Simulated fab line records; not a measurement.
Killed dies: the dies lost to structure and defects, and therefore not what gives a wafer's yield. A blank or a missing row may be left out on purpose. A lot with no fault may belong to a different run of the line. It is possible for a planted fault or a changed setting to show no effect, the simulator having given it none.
fab line records ; flow nand-harc
record: lots: 10; wafers: 30; last-day: 24
route steps=1159 shown P_BONDPAD@374 A_ONON_D1@425 A_CHANNEL_HOLE_D1@460 END@1158
lots with no fault: from the same line, run without faults
start-h: hours from the record's first day to the start of the lot's first wafer shown ; wait-h: time in hours since the lot's previous step ; " as in the row above ; L1.1+2: a row that stands for several wafers ; - value missing, or start not given ; * or withheld: withheld ; < > ~ a bound
route shown NAME@n: NAME is a module with steps in the file, n the number in the route of the first one ; usual: the fault-free wafers' mean and standard deviation ; same: alike in all rows ; chamber/n: place in a boat ; sites: per-site readings ; _std_site: the standard deviation of these ; _edge_site: outer sites' mean less inner sites' ; radius-mm: how far each site lies from the wafer's centre ; mask NAME#n: copy n ; behind: the last tool/chamber to shape the wafer ; hold: cause of the lot's hold/its duration in hours/its outcome ; device: transistor that didn't switch, given as n, p or np ; end of line: tests run on the same wafers once the route is complete ; a step without rows: its recipe alone ; killed: the dies lost at the first sort to structure and to defects; this is not the yield of the wafer ; map: dies across one wafer; x = killed, . = not, _ = none there
set.NAME: the run value of the setting; set.NAME@STEP: its run value at that earlier step ; model.NAME: the simulator's own value behind a step, which no gauge read
steps of the route over a sample of lots; a table a step, a row a wafer
services: a tool's chamber out of use, with start hour (start-h, from the record's first day; less than 0 if before it), hours out, and reason
== steps ==
step: NHARC_P_BONDPAD_DEGAS_25
recipe: temp-c: 300; time-s: 60
usual: heater-power-w: 461/40
lot.wafer;tool;chamber;start-h;wait-h;heater-power-w
L774.4;pvd-sputter-01;-;126.12;-;399
L774.3;pvd-sputter-01;-;126.12;-;459
L774.6;pvd-sputter-01;-;126.12;-;408
L776.3;pvd-sputter-02;-;148.38;-;458
L776.1;pvd-sputter-02;-;148.38;-;434
L776.4;pvd-sputter-02;-;148.38;-;447
L781.4;pvd-sputter-03;-;178.46;-;448
L781.1;pvd-sputter-03;-;178.46;-;444
L781.5;pvd-sputter-03;-;178.46;-;468
L783.2;pvd-sputter-02;-;185.41;-;450
L783.4;pvd-sputter-02;-;185.41;-;466
L783.3;pvd-sputter-02;-;185.41;-;460
L787.4;pvd-sputter-03;-;215.94;-;436
L787.1;pvd-sputter-03;-;215.94;-;450
L787.2;pvd-sputter-03;-;215.94;-;438
L788.4;pvd-sputter-01;-;222.69;-;509
L788.2;pvd-sputter-01;-;222.69;-;543
L788.5;pvd-sputter-01;-;222.69;-;443
L790.3;pvd-sputter-02;-;231.32;-;411
L790.6;pvd-sputter-02;-;231.32;-;466
L790.5;pvd-sputter-02;-;231.32;-;448
L791.1;pvd-sputter-03;-;236.23;-;451
L791.4;pvd-sputter-03;-;236.23;-;443
L791.3;pvd-sputter-03;-;236.23;-;449
L794.3;pvd-sputter-01;-;255.49;-;500
L794.6;pvd-sputter-01;-;255.49;-;389
L794.5;pvd-sputter-01;-;255.49;-;536
L796.3;pvd-sputter-01;-;266.27;-;456
L796.4;pvd-sputter-01;-;266.27;-;493
L796.5;pvd-sputter-01;-;266.27;-;452
step: NHARC_A_ONON_D1_THK_MEAS_02
recipe: thk-meas-gauge: ellipsometry
usual: thk-nm: 1003/8.4
lot.wafer;tool;chamber;start-h;wait-h;thk-nm
L774.3;film-metro-01;-;150.31;-;1002
L774.4;film-metro-01;-;150.31;-;1001
L774.6;film-metro-01;-;150.31;-;1001
L776.1;film-metro-02;-;174.97;-;1002
L776.3;film-metro-02;-;174.97;-;1002
L776.4;film-metro-02;-;174.97;-;1001
L781.1;film-metro-02;-;204.07;-;997
L781.4;film-metro-02;-;204.07;-;997
L781.5;film-metro-02;-;204.07;-;997
L783.2;film-metro-02;-;210.74;-;998
L783.3;film-metro-02;-;210.74;-;998
L783.4;film-metro-02;-;210.74;-;1001
L787.1;film-metro-01;-;241.62;-;1008
L787.2;film-metro-01;-;241.62;-;1007
L787.4;film-metro-01;-;241.62;-;1007
L788.2;film-metro-01;-;251.27;-;1001
L788.4;film-metro-01;-;251.27;-;1003
L788.5;film-metro-01;-;251.27;-;1002
L790.3;film-metro-02;-;258.54;-;979
L790.5;film-metro-02;-;258.54;-;978
L790.6;film-metro-02;-;258.54;-;980
L791.1;film-metro-01;-;267.75;-;994
L791.3;film-metro-01;-;267.75;-;993
L791.4;film-metro-01;-;267.75;-;993
L794.3;film-metro-01;-;280.73;-;1013
L794.5;film-metro-01;-;280.73;-;1013
L794.6;film-metro-01;-;280.73;-;1013
L796.3;film-metro-02;-;294.99;-;1008
L796.4;film-metro-02;-;294.99;-;1007
L796.5;film-metro-02;-;294.99;-;1007
step: NHARC_A_CHANNEL_HOLE_D1_PEB_08
recipe: peb-temp-c: 100; peb-time-s: 65
usual: plate-temp-C: 100.00/0.12
lot.wafer;tool;chamber;start-h;wait-h;plate-temp-C
L774.3;litho-track-04;0;169.33;0.0;100.02
L774.4;litho-track-04;0;169.33;0.0;99.93
L774.6;litho-track-04;0;169.33;0.0;100.03
L776.1;litho-track-04;0;191.43;0.1;100.03
L776.3;litho-track-04;0;191.43;0.1;99.87
L776.4;litho-track-04;0;191.43;0.1;100.05
L781.1;litho-track-01;0;221.25;0.1;100.17
L781.4;litho-track-01;0;221.25;0.1;100.13
L781.5;litho-track-01;0;221.25;0.1;100.06
L783.2;litho-track-01;0;228.92;0.1;100.00
L783.3;litho-track-01;0;228.92;0.1;99.96
L783.4;litho-track-01;0;228.92;0.1;100.15
L787.1;litho-track-01;0;259.81;0.1;99.99
L787.2;litho-track-01;0;259.81;0.1;99.94
L787.4;litho-track-01;0;259.81;0.1;100.21
L788.2;litho-track-01;0;265.97;0.1;99.91
L788.4;litho-track-01;0;265.97;0.1;100.12
L788.5;litho-track-01;0;265.97;0.1;99.95
L790.3;litho-track-06;0;274.36;0.0;100.01
L790.5;litho-track-06;0;274.36;0.0;99.99
L790.6;litho-track-06;0;274.36;0.0;100.08
L791.1;litho-track-01;0;282.62;0.1;100.20
L791.3;litho-track-01;0;282.62;0.1;100.06
L791.4;litho-track-01;0;282.62;0.1;99.97
L794.3;litho-track-04;0;296.65;0.0;100.16
L794.5;litho-track-04;0;296.65;0.0;100.24
L794.6;litho-track-04;0;296.65;0.0;100.20
L796.3;litho-track-04;0;313.07;0.0;99.99
L796.4;litho-track-04;0;313.07;0.0;100.02
L796.5;litho-track-04;0;313.07;0.0;100.15
step: NHARC_A_CHANNEL_HOLE_D1_CD_MEAS_10
recipe: target-cd-nm: 100; landing-energy-ev: 500
usual: cd-nm: 99.8/0.47
lot.wafer;tool;chamber;start-h;wait-h;cd-nm
L774.3;cd-sem-01;0;169.42;-;100.3
L774.4;cd-sem-01;0;169.42;-;99.1
L774.6;cd-sem-01;0;169.42;-;99.7
L776.1;cd-sem-02;0;191.51;-;100.0
L776.3;cd-sem-02;0;191.51;-;99.7
L776.4;cd-sem-02;0;191.51;-;100.2
L781.1;cd-sem-01;0;221.32;-;100.1
L781.4;cd-sem-01;0;221.32;-;99.5
L781.5;cd-sem-01;0;221.32;-;99.6
L783.2;cd-sem-03;0;229.00;-;100.6
L783.3;cd-sem-03;0;229.00;-;99.9
L783.4;cd-sem-03;0;229.00;-;100.3
L787.1;cd-sem-03;0;259.89;-;106.7
L787.2;cd-sem-03;0;259.89;-;100.1
L787.4;cd-sem-03;0;259.89;-;100.0
L788.2;cd-sem-01;0;266.05;-;100.5
L788.4;cd-sem-01;0;266.05;-;101.0
L788.5;cd-sem-01;0;266.05;-;106.7
L790.3;cd-sem-03;0;274.44;-;99.4
L790.5;cd-sem-03;0;274.44;-;99.2
L790.6;cd-sem-03;0;274.44;-;99.7
L791.1;cd-sem-01;0;282.69;-;106.2
L791.3;cd-sem-01;0;282.69;-;100.2
L791.4;cd-sem-01;0;282.69;-;99.9
L794.3;cd-sem-01;0;296.73;-;99.6
L794.5;cd-sem-01;0;296.73;-;99.8
L794.6;cd-sem-01;0;296.73;-;99.9
L796.3;cd-sem-01;0;313.15;-;99.2
L796.4;cd-sem-01;0;313.15;-;100.4
L796.5;cd-sem-01;0;313.15;-;100.0
step: NHARC_A_CHANNEL_HOLE_D1_ETCH_24
recipe: bias-v: 5000; source-w: withheld; pressure-mtorr: 20; time-s: 906.2; ar-flow-sccm: 375; c4f8-flow-sccm: 93.8; o2-flow-sccm: 31.2; temp-c: -20; target-depth-a: 15000; chemistry: C4F8/O2/Ar
usual: drypump-motor-current-A: 5.3/0.32; esc-clamp-current-uA: 0.02092/0.00018; showerhead-plenum-p-Torr: 3.72/0.092; throttle-valve-pct: 32.235/0.0086
lot.wafer;tool;chamber;start-h;wait-h;drypump-motor-current-A;esc-clamp-current-uA;rf-hours-counter-h;showerhead-plenum-p-Torr;throttle-valve-pct
L774.4;har-etch-01;1;173.18;0.6;5.4;0.0212;-;3.82;32.229
L774.3;har-etch-01;0;173.18;0.6;4.8;0.02083;-;3.70;32.247
L774.6;har-etch-01;1;173.18;0.6;5.4;0.02126;-;3.82;32.231
L776.1;har-etch-01;0;195.14;0.6;4.8;0.02081;199;3.70;32.232
L776.4;har-etch-01;1;195.14;0.6;5.4;0.02121;-;3.82;32.244
L776.3;har-etch-01;0;195.14;0.6;4.8;0.0208;-;3.70;32.237
L781.1;har-etch-01;0;224.95;0.6;4.8;0.02083;211;3.69;32.214
L781.4;har-etch-01;0;224.95;0.6;4.8;0.02083;-;3.69;32.260
L781.5;har-etch-01;1;224.95;0.6;5.4;0.02122;-;3.81;32.235
L783.2;har-etch-02;0;232.62;0.6;5.6;0.0209;130;3.59;32.228
L783.4;har-etch-02;1;232.62;0.6;5.5;0.02074;-;3.81;32.244
L783.3;har-etch-02;0;232.62;0.6;5.6;0.02087;-;3.59;32.246
L787.2;har-etch-02;1;263.42;0.6;5.5;0.02076;143;3.80;32.246
L787.1;har-etch-02;0;263.42;0.6;5.6;0.02082;143;3.59;32.247
L787.4;har-etch-02;1;263.42;0.6;5.5;0.0208;-;3.80;32.236
L788.2;har-etch-01;1;269.54;0.6;5.4;0.02127;231;3.80;32.244
L788.4;har-etch-01;0;269.54;0.6;4.8;0.02081;-;3.68;32.240
L788.5;har-etch-01;0;269.54;0.6;4.8;0.02088;-;3.68;32.237
L790.3;har-etch-02;0;278.32;0.6;5.6;0.02083;-;3.58;32.234
L790.6;har-etch-02;1;278.32;0.6;5.5;0.02074;-;3.80;32.236
L790.5;har-etch-02;0;278.32;0.6;5.6;0.02086;-;3.58;32.247
L791.1;har-etch-02;1;286.18;0.6;5.5;0.02079;152;3.79;32.241
L791.3;har-etch-02;1;286.18;0.6;5.5;0.02077;-;3.79;32.237
L791.4;har-etch-02;0;286.18;0.6;5.6;0.0209;-;3.58;32.231
L794.3;har-etch-02;1;300.58;0.6;5.5;0.02085;-;3.79;32.229
L794.5;har-etch-02;0;300.58;0.6;5.6;0.02088;-;3.58;32.230
L794.6;har-etch-02;1;300.58;0.6;5.5;0.02083;-;3.79;32.231
L796.4;har-etch-02;1;320.75;0.6;5.5;0.02072;-;3.78;32.233
L796.3;har-etch-02;0;320.75;0.6;5.6;0.02095;-;3.57;32.217
L796.5;har-etch-02;1;320.75;0.6;5.5;0.02079;-;3.78;32.229
step: NHARC_A_CHANNEL_HOLE_D1_CD_MEAS_30
usual: cd-nm: 89.9/1.3
lot.wafer;tool;chamber;start-h;wait-h;cd-nm
L774.3;cd-sem-02;-;176.32;-;90.4
L774.4;cd-sem-02;-;176.32;-;87.6
L774.6;cd-sem-02;-;176.32;-;87.9
L776.1;cd-sem-02;-;198.42;-;90.5
L776.3;cd-sem-02;-;198.42;-;87.8
L776.4;cd-sem-02;-;198.42;-;90.4
L781.1;cd-sem-03;-;228.24;-;89.2
L781.4;cd-sem-03;-;228.24;-;92.0
L781.5;cd-sem-03;-;228.24;-;89.0
L783.2;cd-sem-03;-;235.88;-;91.7
L783.3;cd-sem-03;-;235.88;-;90.3
L783.4;cd-sem-03;-;235.88;-;91.3
L787.1;cd-sem-03;-;266.84;-;96.7
L787.2;cd-sem-03;-;266.84;-;92.2
L787.4;cd-sem-03;-;266.84;-;90.0
L788.2;cd-sem-03;-;272.94;-;91.6
L788.4;cd-sem-03;-;272.94;-;91.4
L788.5;cd-sem-03;-;272.94;-;95.0
L790.3;cd-sem-02;-;281.32;-;86.7
L790.5;cd-sem-02;-;281.32;-;90.0
L790.6;cd-sem-02;-;281.32;-;89.3
L791.1;cd-sem-03;-;289.58;-;95.4
L791.3;cd-sem-03;-;289.58;-;90.0
L791.4;cd-sem-03;-;289.58;-;87.9
L794.3;cd-sem-01;-;303.58;-;90.4
L794.5;cd-sem-01;-;303.58;-;91.2
L794.6;cd-sem-01;-;303.58;-;91.3
L796.3;cd-sem-02;-;323.89;-;90.3
L796.4;cd-sem-02;-;323.89;-;91.8
L796.5;cd-sem-02;-;323.89;-;89.6
step: NHARC_A_CHANNEL_HOLE_D1_XSEM_31
recipe: landing-energy-ev: 35000
usual: bot-cd-nm: 74.3/1.4; bow-nm: 8.65/0.23; tilt-deg: 0.09/0.037
lot.wafer;tool;chamber;start-h;wait-h;bot-cd-nm;bow-nm;tilt-deg
L774.3;xsem-01;0;176.41;0.1;76.2;8.59;0.02
L774.4;xsem-01;0;176.41;0.1;72.8;8.55;0.02
L774.6;xsem-01;0;176.41;0.1;73.3;8.51;0.02
L776.1;xsem-01;0;198.50;0.1;75.1;9.01;0.05
L776.3;xsem-01;0;198.50;0.1;72.5;8.96;0.05
L776.4;xsem-01;0;198.50;0.1;74.6;8.92;0.05
L781.1;xsem-01;0;228.32;0.1;73.3;8.73;0.09
L781.4;xsem-01;0;228.32;0.1;76.4;8.69;0.09
L781.5;xsem-01;0;228.32;0.1;72.1;8.63;0.09
L783.2;xsem-02;0;235.98;0.1;76.2;8.14;0.09
L783.3;xsem-02;0;235.98;0.1;74.1;8.07;0.09
L783.4;xsem-02;0;235.98;0.1;75.6;8.10;0.09
L787.1;xsem-02;0;266.93;0.1;80.9;8.80;0.10
L787.2;xsem-02;0;266.93;0.1;77.2;8.83;0.10
L787.4;xsem-02;0;266.93;0.1;74.2;8.78;0.10
L788.2;xsem-01;0;273.02;0.1;75.9;8.54;0.09
L788.4;xsem-01;0;273.02;0.1;76.3;8.59;0.09
L788.5;xsem-01;0;273.02;0.1;78.8;8.51;0.09
L790.3;xsem-02;0;281.41;0.1;70.8;8.85;0.10
L790.5;xsem-02;0;281.41;0.1;73.5;8.94;0.10
L790.6;xsem-02;0;281.41;0.1;73.0;8.88;0.10
L791.1;xsem-02;0;289.67;0.1;79.8;8.73;0.14
L791.3;xsem-02;0;289.67;0.1;74.0;8.71;0.14
L791.4;xsem-02;0;289.67;0.1;71.9;8.75;0.14
L794.3;xsem-01;0;303.66;0.1;75.3;8.87;0.07
L794.5;xsem-01;0;303.66;0.1;76.1;8.87;0.07
L794.6;xsem-01;0;303.66;0.1;76.4;8.87;0.06
L796.3;xsem-01;0;323.98;0.1;75.7;8.81;0.10
L796.4;xsem-01;0;323.98;0.1;76.4;8.83;0.10
L796.5;xsem-01;0;323.98;0.1;74.4;8.81;0.10
step: NHARC_END_WLT_00
usual: VT_DECK1_BOTTOM: 0.869/0.0072; VT_DECK1_BOTTOM_INNER: 0.869/0.0072; VT_DECK1_MEDIAN_NEAR_BOTTOM: 0.870/0.0071; VT_DECK1_MEDIAN_NEAR_BOTTOM_INNER: 0.869/0.007; VT_DECK1_MIDDLE: 0.882/0.0064; VT_DECK1_MIDDLE_INNER: 0.882/0.0061; VT_DECK1_TOP: 0.893/0.007; VT_DECK1_TOP_INNER: 0.894/0.0065
lot.wafer;tool;chamber;start-h;wait-h;VT_DECK1_BOTTOM;VT_DECK1_BOTTOM_INNER;VT_DECK1_MEDIAN_NEAR_BOTTOM;VT_DECK1_MEDIAN_NEAR_BOTTOM_INNER;VT_DECK1_MIDDLE;VT_DECK1_MIDDLE_INNER;VT_DECK1_TOP;VT_DECK1_TOP_INNER
L776.1;prober-02;-;443.88;0.0;0.867;0.862;0.866;0.868;0.877;0.885;0.888;0.892
L776.3;prober-02;-;444.88;1.1;0.857;0.858;0.869;0.862;0.886;0.883;0.889;0.892
L776.4;prober-02;-;444.88;1.1;0.863;0.867;0.868;0.863;0.873;0.880;0.882;0.888
L774.3;prober-01;-;444.88;1.1;0.878;0.875;0.882;0.878;0.891;0.888;0.894;0.894
L774.4;prober-01;-;444.88;1.1;0.865;0.876;0.863;0.866;0.881;0.879;0.896;0.900
L774.6;prober-01;-;446.39;2.6;0.877;0.864;0.874;0.866;0.888;0.886;0.900;0.895
L781.1;prober-01;-;484.14;0.0;0.867;0.870;0.871;0.866;0.878;0.878;0.895;0.894
L781.4;prober-01;-;485.65;1.6;0.870;0.877;0.873;0.877;0.888;0.883;0.892;0.887
L781.5;prober-01;-;485.65;1.6;0.875;0.869;0.868;0.859;0.883;0.881;0.902;0.899
L783.2;prober-01;-;503.15;0.5;0.881;0.881;0.880;0.873;0.886;0.888;0.905;0.901
L783.3;prober-01;-;503.15;0.5;0.868;0.868;0.876;0.873;0.887;0.889;0.897;0.898
L783.4;prober-01;-;503.15;0.5;0.872;0.871;0.879;0.875;0.885;0.887;0.895;0.893
L787.1;prober-01;-;526.73;0.0;0.888;0.886;0.887;0.881;0.899;0.895;0.901;0.900
L787.2;prober-01;-;526.73;0.0;0.871;0.884;0.877;0.885;0.885;0.888;0.896;0.902
L787.4;prober-01;-;526.73;0.0;0.873;0.871;0.878;0.864;0.885;0.886;0.895;0.892
L788.2;prober-02;-;527.25;0.6;0.879;0.889;0.874;0.879;0.895;0.889;0.898;0.904
L788.4;prober-02;-;527.25;0.6;0.881;0.878;0.876;0.883;0.893;0.892;0.901;0.894
L788.5;prober-02;-;527.25;0.6;0.889;0.886;0.888;0.884;0.904;0.900;0.908;0.914
L790.3;prober-02;-;542.17;1.0;0.860;0.864;0.856;0.856;0.877;0.870;0.896;0.888
L790.5;prober-02;-;542.17;1.0;0.866;0.868;0.870;0.863;0.885;0.879;0.890;0.891
L790.6;prober-02;-;542.17;1.0;0.867;0.865;0.870;0.865;0.876;0.879;0.900;0.882
L791.1;prober-02;-;551.57;0.1;0.882;0.891;0.887;0.885;0.901;0.905;0.911;0.907
L791.3;prober-02;-;552.59;1.1;0.873;0.871;0.875;0.875;0.886;0.890;0.895;0.894
L791.4;prober-02;-;552.59;1.1;0.871;0.873;0.870;0.871;0.885;0.895;0.895;0.899
L794.3;prober-02;-;570.28;4.7;0.862;0.860;0.866;0.862;0.880;0.875;0.888;0.887
L794.5;prober-02;-;570.28;4.7;0.870;0.862;0.873;0.869;0.885;0.882;0.887;0.889
L794.6;prober-02;-;570.28;4.7;0.872;0.864;0.863;0.864;0.884;0.880;0.882;0.888
L796.3;prober-01;-;578.34;1.1;0.873;0.871;0.867;0.861;0.879;0.879;0.891;0.892
L796.4;prober-01;-;578.34;1.1;0.871;0.868;0.869;0.872;0.882;0.879;0.881;0.880
L796.5;prober-01;-;578.34;1.1;0.871;0.859;0.861;0.859;0.874;0.879;0.883;0.895
step: NHARC_END_SORT_01
recipe: temp-c: 25
usual: killed-at-array: 29/13; killed-at-other: 0.7/1; killed-at-periphery: 3.2/2.3; killed-dies: 33/13; killed-open: 3.3/1.7; killed-short: 2.0/1.5
same: gross-dies: 677
lot.wafer;tool;chamber;start-h;wait-h;killed-at-array;killed-at-other;killed-at-periphery;killed-dies;killed-open;killed-short
L788.5;prober-02;0;532.92;3.7;47;0;2;49;3;1
killed by level:class
L788.5 A_CHANNEL_HOLE_D1:chamber-film-flake=26 A_SLIT:chamber-film-flake=10 A_CONTACT:chamber-film-flake=5 A_ONON_D1:geometric-particle:open=2 A_CONTACT:geometric-particle:open=1 A_BLC:geometric-particle:short=1 P_STI:chamber-film-flake=1 P_GATE:chamber-film-flake=1
== services ==
tool;chamber;start-h;hours;kind
xsem-01;-;103.63;0.8;repair
pvd-sputter-01;-;114.08;3.8;repair
pvd-sputter-02;-;116.01;0.9;repair
litho-track-06;-;117.00;7.0;pm
har-etch-02;-;117.71;4.2;repair
litho-track-04;-;141.00;7.0;pm
pvd-sputter-01;-;158.02;10.0;pm
xsem-01;-;184.56;0.6;repair
pvd-sputter-01;-;214.32;2.1;repair
pvd-sputter-02;-;236.27;5.2;repair
litho-track-01;-;268.00;7.0;pm
pvd-sputter-03;-;280.00;10.0;pm
pvd-sputter-01;-;285.55;0.6;repair
litho-track-06;-;292.00;7.0;pm
pvd-sputter-01;-;301.52;23.2;repair
xsem-02;-;302.00;14.0;pm
pvd-sputter-02;-;303.59;15.9;repair
har-etch-01;-;305.72;17.0;pm
har-etch-01;0;305.72;17.0;vent-cycle
har-etch-01;1;305.72;17.0;vent-cycle
litho-track-04;-;316.00;7.0;pm
har-etch-01;0;322.72;-;clean
har-etch-01;0;322.72;-;consumable-replace:focus-ring
har-etch-01;1;322.72;-;clean
== key ==
first-sign: step: NHARC_A_CHANNEL_HOLE_D1_CD_MEAS_10; reading: cd-nm; direction: up; sigmas: 14; usual: 99.8; struck: 106.5
effect: step: NHARC_A_CHANNEL_HOLE_D1_CD_MEAS_30; reading: cd-nm; direction: up; sigmas: 4.4; usual: 89.9; struck: 95.7
effect: step: NHARC_A_CHANNEL_HOLE_D1_XSEM_31; reading: bot-cd-nm; direction: up; sigmas: 3.8; usual: 74.3; struck: 79.8
effect: step: NHARC_END_WLT_00; reading: VT_DECK1_MIDDLE; direction: up; sigmas: 3; usual: 0.882; struck: 0.901
met-at NHARC_A_CHANNEL_HOLE_D1_PEB_08
struck-lots L787,L788,L791
struck-wafers L787.1,L788.5,L791.1
tester-left-out L787,L788,L791
not-acting-at NHARC_P_BONDPAD_DEGAS_25,NHARC_A_ONON_D1_THK_MEAS_02,NHARC_A_CHANNEL_HOLE_D1_ETCH_24
onset-between 228.92 259.81
fault: kind: process-parameter-drift; tool: litho-track-01; chamber: -; onset-h: 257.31; steps: NHARC_A_CHANNEL_HOLE_D1_PEB_08; channel: peb-time-s; offset: *; shape: step; end-h: 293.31; scope: struck-wafers-only; acts-in: *; stated: *
tester-left-out: of these lots the tester's yield and bins aren't shown, on N5 and GAA mostly nor the transistor test; their killed dies are dies lost to structure and defects alone, not to doping, threshold or leakage, so they don't give the yield
